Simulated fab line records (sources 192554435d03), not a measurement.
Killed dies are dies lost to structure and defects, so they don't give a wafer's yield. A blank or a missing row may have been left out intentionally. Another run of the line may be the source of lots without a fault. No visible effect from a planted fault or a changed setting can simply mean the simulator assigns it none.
fab line records    flow n5_finfet
[record] lots = 7  wafers = 21
route steps=1938 shown BEOL_M14@1753 MIM_TOP_LITHO@1843 PASSIVATION@1929
start_h: hours from the record's opening day to when the first of the lot's shown wafers began    wait_h: time in hours since the lot's previous step    " identical to the entry in the row above    L1.1+2: one row covering several wafers at once    - no value, or no start given    * or withheld: withheld    < > ~ a bound
route shown NAME@n: NAME is a module with steps in the file, n the number in the route of the first one    usual: average and standard deviation across the fault-free wafers    same: alike in all rows    chamber/n: place in a boat    sites: per-site readings    _std_site: the values' standard deviation    _edge_site: inner sites' mean taken away from outer sites' mean    radius_mm: how far each site lies from the wafer's centre    mask NAME#n: copy n    behind: the last tool/chamber to shape the wafer    hold: cause of the lot's hold/its duration in hours/its outcome    device: transistor that didn't switch, given as n, p or np    end of line: the route-end tests of the same wafers    a step with no rows: only its recipe    killed: dies that structure and defects cost at the first sort, which is not the same as the wafer's yield    map: the dies of a wafer, with x for killed, . for not killed, _ for no die there
set.NAME: the setting as run; set.NAME@STEP: as run at that earlier step    model.NAME: the simulator's own value behind a step, which no gauge read
lots with deliberately changed settings; one table per step, one row per wafer
[[steps]]
[step N5_BEOL_M14_TRENCH_ETCH_34]
[recipe] chemistry = C4F8/O2/Ar  target = SiO2  target_depth_a = 5566.5  mask_material = SOC  he_inner_torr = 15  he_outer_torr = 30  time_s = 126.9  ion_energy_ev = 800  pressure_mtorr = 20  source_w = 1905  bias_w = 2040  Ar_flow_sccm = 400  C4F8_flow_sccm = 16  O2_flow_sccm = 12
lot.wafer   tool         chamber  start_h  wait_h  set.time_s
L077.2+3+4  rie_diel-03  0,3,2    251.97   0.0     126.9
L084.1+4    rie_diel-03  2,1      304.53   0.0     126.9
L084.2      "            0        "        "       135.2
L086.2+4    rie_diel-01  2,3      312.56   0.0     100.6
L086.6      "            3        "        "       126.9
L087.1+2+6  rie_diel-01  0,2,1    323.44   0.0     126.9
L093.4+5+6  rie_diel-03  0,1,2    369.52   0.0     126.9
L096.2+4+6  rie_diel-06  0,3,1    375.51   0.0     126.9
L097.1+3+4  rie_diel-03  1,3,2    397.43   0.0     126.9
[step N5_BEOL_M14_STRIP_70]
[recipe] chemistry = C4F8/O2/Ar  resist = SiARC  rf_frequency_hz = 6e+07
[step N5_BEOL_M14_STRIP_37]
[recipe] chemistry = O2  power_w = 600  temp_c = 60  pressure_mtorr = 30  rf_frequency_hz = 6e+07  bias_power_w = 0  overash_fraction = 0.3  o2_flow_sccm = 225
[step N5_BEOL_M14_ETCH_38]
[recipe] chemistry = CF4/N2  target = SiCN  target_depth_a = 1065  taper_deg = 2  time_s = 120.6  ion_energy_ev = 150  mask_material = SiO2  pressure_mtorr = 40  source_w = 430  bias_w = 70  Ar_flow_sccm = 100  cf4_flow_sccm = 60  n2_flow_sccm = 60
lot.wafer  tool         chamber  start_h  wait_h  set.peb_temp_c@BEOL_M14_PEB_26  model.BEOL_M14.cd_nm
L077.2     rie_diel-01  0        -        -       130                             283
L077.3     "            2        "        "       130                             279.6
L077.4     "            2        "        "       130                             283.8
L084.1     rie_diel-03  0        -        -       126.8                           263.2
L084.2     "            1        "        "       130                             281.6
L084.4     "            3        "        "       130                             280.6
L086.2     rie_diel-06  3        -        -       130                             281.2
L086.4     "            1        "        "       130                             279.8
L086.6     "            2        "        "       127.9                           267.8
L087.1     rie_diel-06  0        -        -       130                             283
L087.2     "            3        "        "       128                             271
L087.6     "            0        "        "       128                             269.8
L093.4     rie_diel-01  3        -        -       130                             280.6
L093.5     "            1        "        "       130                             277.6
L093.6     "            2        "        "       130                             279.2
L096.2     rie_diel-01  1        -        -       130                             277.6
L096.4     "            2        "        "       131.8                           288.6
L096.6     "            2        "        "       131.8                           286.8
L097.1     rie_diel-03  0        -        -       130                             279.6
L097.3     "            1        "        "       130                             281.2
L097.4     "            3        "        "       127.4                           265.4
[step N5_BEOL_M14_PRECLEAN_39]
[recipe] chemistry = residue_remover  time_s = 60  temp_c = 40
[step N5_BEOL_M14_SRD_40]
[recipe] time_s = 30  temp_c = 23  rinse_liquid = diw  dry = n2_spin  spin_rpm = 1500  dry_time_s = 30
[step N5_BEOL_M14_PRE_CLEAN_52]
[recipe] gas = NH3  time_s = 15  temp_c = withheld  rf_power_w = 300
[step N5_BEOL_M14_DEP_53]
[recipe] material = SiCN  target_thk_a = 500  temp_c = withheld  precursor = 3MS/NH3  pressure_torr = 3  rf_w = 675  time_s = 17.8
[step N5_BEOL_M14_RS_MEAS_54]
[recipe] thk_meas_gauge = four-point-probe  reads = Cu_of_BEOL_M14_ECD_47+Ta_of_BEOL_M14_SPUTTER_44+TaN_of_BEOL_M14_SPUTTER_43
[usual] M14_RS = 0.0327/0.00089
lot.wafer  tool           chamber  start_h  wait_h  set.time_s@BEOL_M14_TRENCH_ETCH_34  M14_RS[ohm/sq]
L077.2     film_metro-01  -        259.27   0.1     126.9                               0.0334
L077.3     "              -        "        "       126.9                               0.0312
L077.4     "              -        "        "       126.9                               0.0337
L084.1     film_metro-02  -        309.08   0.0     126.9                               0.0341
L084.2     "              -        "        "       135.2                               0.0315
L084.4     "              -        "        "       126.9                               0.0330
L086.2     film_metro-02  -        317.60   0.1     100.6                               0.0408
L086.4     "              -        "        "       100.6                               0.0411
L086.6     "              -        "        "       126.9                               0.0323
L087.1     film_metro-02  -        327.29   0.0     126.9                               0.0327
L087.2     "              -        "        "       126.9                               0.0320
L087.6     "              -        "        "       126.9                               0.0328
L093.4     film_metro-01  -        374.03   0.0     126.9                               0.0334
L093.5     "              -        "        "       126.9                               0.0326
L093.6     "              -        "        "       126.9                               0.0336
L096.2     film_metro-02  -        379.64   0.1     126.9                               0.0342
L096.4     "              -        "        "       126.9                               0.0319
L096.6     "              -        "        "       126.9                               0.0328
L097.1     film_metro-02  -        400.25   0.1     126.9                               0.0327
L097.3     "              -        "        "       126.9                               0.0311
L097.4     "              -        "        "       126.9                               0.0345
[step N5_MIM_TOP_LITHO_EXPOSE_05]
[recipe] mask_id = MIM_TOP  na = 0.55  source_shape = conventional  sigma_outer = 0.8  polarization = unpolarized  target_cd_nm = 2000  dose_mj = 20.5
lot.wafer   tool            chamber  start_h  wait_h  mask       set.dose_mj
L077.2+4    krf_scanner-01  0        270.39   -       MIM_TOP#0  19.05
L077.3      "               0        "        "       MIM_TOP#0  20.5
L084.1      krf_scanner-02  0        320.59   -       MIM_TOP#0  19.05
L084.2+4    "               0        "        "       MIM_TOP#0  20.5
L086.2      krf_scanner-01  0        326.81   -       MIM_TOP#0  21.24
L086.4+6    "               0        "        "       MIM_TOP#0  20.5
L087.1+2    krf_scanner-02  0        337.39   -       MIM_TOP#0  21.99
L087.6      "               0        "        "       MIM_TOP#0  20.5
L093.4+5+6  krf_scanner-01  0        382.77   -       MIM_TOP#0  20.5
L096.2+4    krf_scanner-02  0        388.27   -       MIM_TOP#0  20.5
L096.6      "               0        "        "       MIM_TOP#0  20.01
L097.1+4    krf_scanner-02  0        408.91   -       MIM_TOP#0  21.78
L097.3      "               0        "        "       MIM_TOP#0  20.5
[step N5_MIM_TOP_LITHO_PEB_06]
[recipe] peb_temp_c = withheld  peb_time_s = *
[step N5_MIM_TOP_LITHO_DEVELOP_07]
[recipe] develop_time_s = 60  rinse_liquid = diw  dry = air_spin  dev_temp_c = 21
[step N5_MIM_TOP_LITHO_HARDBAKE_09]
[recipe] temp_c = 130  time_s = 120
[step N5_MIM_TOP_LITHO_CD_MEAS_08]
[recipe] target_cd_nm = 2000  landing_energy_ev = 500  detector = se_inlens
[usual] cd_nm = 2000.2/2
lot.wafer  tool       chamber  start_h  wait_h  set.dose_mj@MIM_TOP_LITHO_EXPOSE_05  cd_nm
L077.2     cd_sem-01  0        270.57   -       19.05                                2008.5
L077.3     "          0        "        "       20.5                                 1998.0
L077.4     "          0        "        "       19.05                                2013.2
L084.1     cd_sem-02  0        320.77   -       19.05                                2013.9
L084.2     "          0        "        "       20.5                                 2000.4
L084.4     "          0        "        "       20.5                                 2002.5
L086.2     cd_sem-03  0        326.99   -       21.24                                1993.9
L086.4     "          0        "        "       20.5                                 2001.1
L086.6     "          0        "        "       20.5                                 2001.3
L087.1     cd_sem-01  0        337.57   -       21.99                                1992.4
L087.2     "          0        "        "       21.99                                1993.2
L087.6     "          0        "        "       20.5                                 2003.4
L093.4     cd_sem-03  0        382.93   -       20.5                                 1999.0
L093.5     "          0        "        "       20.5                                 1997.5
L093.6     "          0        "        "       20.5                                 1998.1
L096.2     cd_sem-03  0        388.44   -       20.5                                 2001.1
L096.4     "          0        "        "       20.5                                 2001.3
L096.6     "          0        "        "       20.01                                2005.5
L097.1     cd_sem-03  0        409.09   -       21.78                                1991.6
L097.3     "          0        "        "       20.5                                 2000.2
L097.4     "          0        "        "       21.78                                1992.3
[step N5_MIM_TOP_LITHO_DESCUM_10]
[recipe] chemistry = O2  time_s = 7.9  source_power_w = 50  bias_power_w = 20  pressure_mtorr = 20  rf_frequency_hz = 2.712e+07  temp_c = 40  o2_flow_sccm = 225
lot.wafer  tool         chamber  start_h  wait_h  set.time_s  set.dose_mj@MIM_TOP_LITHO_EXPOSE_05  model.MIM_TOP_LITHO.cd_nm
L077.2     rie_diel-06  3        270.65   0.0     7.9         19.05                                2009
L077.3     "            0        "        "       9.558       20.5                                 1998
L077.4     "            1        "        "       9.558       19.05                                2013
L084.1     rie_diel-01  2        320.95   0.1     9.22        19.05                                2013
L084.2     "            1        "        "       9.22        20.5                                 2000
L084.4     "            0        "        "       7.9         20.5                                 2002
L086.2     rie_diel-03  1        327.07   0.0     7.9         21.24                                1994
L086.4+6   "            3        "        "       7.9         20.5                                 2001
L087.1     rie_diel-06  0        337.65   0.0     7.9         21.99                                1992
L087.2     "            3        "        "       6.329       21.99                                1993
L087.6     "            1        "        "       6.329       20.5                                 2004
L093.4     rie_diel-01  3        383.02   0.0     7.9         20.5                                 1999
L093.5+6   "            1,2      "        "       7.9         20.5                                 1998
L096.2     rie_diel-06  0        388.53   0.0     7.9         20.5                                 2001
L096.4     "            1        "        "       9.034       20.5                                 2001
L096.6     "            2        "        "       7.9         20.01                                2006
L097.1+4   rie_diel-06  1,2      409.18   0.0     7.9         21.78                                1992
L097.3     "            0        "        "       8.976       20.5                                 2000
[step N5_PASSIVATION_PASS_ETCH_47]
[recipe] chemistry = CF4/O2  target = SiNx  target_depth_a = 7700  time_s = 385  ion_energy_ev = 100  pressure_mtorr = 40  source_w = 535  bias_w = 49  Ar_flow_sccm = 100  cf4_flow_sccm = 100  O2_flow_sccm = 10
[usual] rf_vpp_V = 240/3.8
lot.wafer  tool         chamber  start_h  wait_h  set.source_w  rf_vpp_V  model.etch.depth_nm
L077.2     rie_diel-03  0        277.43   0.0     535           244       768.1
L077.3     "            3        "        "       600.2         221       905.4
L077.4     "            1        "        "       535           236       778.2
L084.1     rie_diel-06  1        327.99   0.0     535           243       785.5
L084.2     "            2        "        "       535           243       768.6
L084.4     "            3        "        "       535           236       808.8
L086.2     rie_diel-06  2        336.00   0.0     594.4         230       840.6
L086.4     "            1        "        "       594.4         229       852.9
L086.6     "            2        "        "       594.4         229       849.2
L087.1     rie_diel-03  0        344.74   0.0     613.7         228       855.8
L087.2     "            3        "        "       613.7         219       931.3
L087.6     "            2        "        "       613.7         222       853.4
L093.4     rie_diel-06  1        390.31   0.1     535           240       771
L093.5     "            2        "        "       535           243       768.3
L093.6     "            0        "        "       535           247       732.8
L096.2     rie_diel-06  0        396.67   0.0     615.7         228       839.2
L096.4     "            2        "        "       615.7         224       873.6
L096.6     "            0        "        "       535           245       743.3
L097.1     rie_diel-03  0        416.92   0.0     462.4         264       661.4
L097.3     "            3        "        "       535           234       806.4
L097.4     "            1        "        "       462.4         255       679.1
[[key]]
[split] step = N5_BEOL_M14_TRENCH_ETCH_34  setting = time_s  stated = 126.9  by = wafer
[response] step = N5_BEOL_M14_RS_MEAS_54  reading = M14_RS  change = -0.000407  per = 1%  r = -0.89
[split] step = N5_MIM_TOP_LITHO_EXPOSE_05  setting = dose_mj  stated = 20.5  by = wafer
[response] step = N5_MIM_TOP_LITHO_CD_MEAS_08  reading = cd_nm  change = -1.64  per = 1%  r = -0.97
[response] step = N5_MIM_TOP_LITHO_DESCUM_10  reading = model.MIM_TOP_LITHO.cd_nm  change = -1.65  per = 1%  r = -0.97
[split] step = N5_MIM_TOP_LITHO_DESCUM_10  setting = time_s  stated = 7.9  by = wafer
response none clear
[split] step = N5_PASSIVATION_PASS_ETCH_47  setting = source_w  stated = 535  by = wafer
[response] step = N5_PASSIVATION_PASS_ETCH_47  reading = rf_vpp_V  change = -1.52  per = 1%  r = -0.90
[response] step = N5_PASSIVATION_PASS_ETCH_47  reading = model.etch.depth_nm  change = +9.22  per = 1%  r = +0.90
split outside_this_file step=N5_BEOL_M14_PEB_26 setting=peb_temp_c
// split outside_this_file: this setting was split too, and the file shows its column; the key of that split is in another file
